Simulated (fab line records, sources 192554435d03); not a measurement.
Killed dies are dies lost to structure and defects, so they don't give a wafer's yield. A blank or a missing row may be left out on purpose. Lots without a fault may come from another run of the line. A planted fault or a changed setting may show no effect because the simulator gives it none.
Which tool did it? | flow n5_finfet | 12 lots, 36 wafers sampled, at 2 steps of a route of 1938

WHAT THE GAUGES READ, wafer by wafer
N5_BEOL_M12_THK_MEAS_01.
lot  | measured     | on            | M12_ILD_THK (nm)
L075 | day 10 08:56 | film_metro-02 | 664 654 659
L077 | day 11 05:23 | film_metro-01 | 657 662 673
L081 | day 12 03:37 | film_metro-01 | 649 644 650
L080 | day 12 07:33 | film_metro-01 | 637 636 655
L083 | day 13 05:11 | film_metro-01 | 664 661 665
L085 | day 13 17:07 | film_metro-01 | 652 667 655
L088 | day 14 06:14 | film_metro-01 | 653 646 666
L089 | day 14 13:41 | film_metro-01 | 660 669 663
L090 | day 14 23:23 | film_metro-01 | 664 672 669
L092 | day 15 14:41 | film_metro-01 | 652 649 651
L097 | day 15 22:37 | film_metro-01 | 654 644 656
L096 | day 16 02:32 | film_metro-01 | 649 655 660

WHICH TOOL RAN EACH LOT (tool, then ch and the chambers of the sampled wafers, then the start)
lot  | N5_BEOL_M11_CURE_72
L075 | uv_cure-02 ch 1, day 10 05:37
L077 | uv_cure-02 ch 1, day 11 01:51
L081 | uv_cure-03 ch 2, day 12 01:20
L080 | uv_cure-01 ch 2, day 12 04:59
L083 | uv_cure-02 ch 0, day 13 02:11
L085 | uv_cure-03 ch 0, day 13 14:27
L088 | uv_cure-01 ch 0, day 14 03:40
L089 | uv_cure-02 ch 2, day 14 10:00
L090 | uv_cure-02 ch 0, day 14 19:07
L092 | uv_cure-03 ch 1, day 15 11:52
L097 | uv_cure-02 ch 0, day 15 19:43
L096 | uv_cure-03 ch 0, day 15 22:30
- N5_BEOL_M11_CURE_72: cures SiCOH lowk, time 120 s.

THE ANSWER, worked out from the rows above alone
Rule: what is usual is taken from the lots themselves. Put in order of their means at a reading, lots are off if they are a third of the lots or fewer, leave a main group of 4 or more, and stand apart from it by a gap of 3 or more times the standard deviation of the main group's means; of several such gaps the widest counts. A main group whose means are all the same, to the digits that the tables above print for the reading, isn't used. A lot without any number at a reading at which 4 lots or more have one is off too. The other lots that the step has rows for count as sound.
No lot is off at any reading shown: from this, nothing can be told.

WHAT THE SIMULATOR HAD PUT IN
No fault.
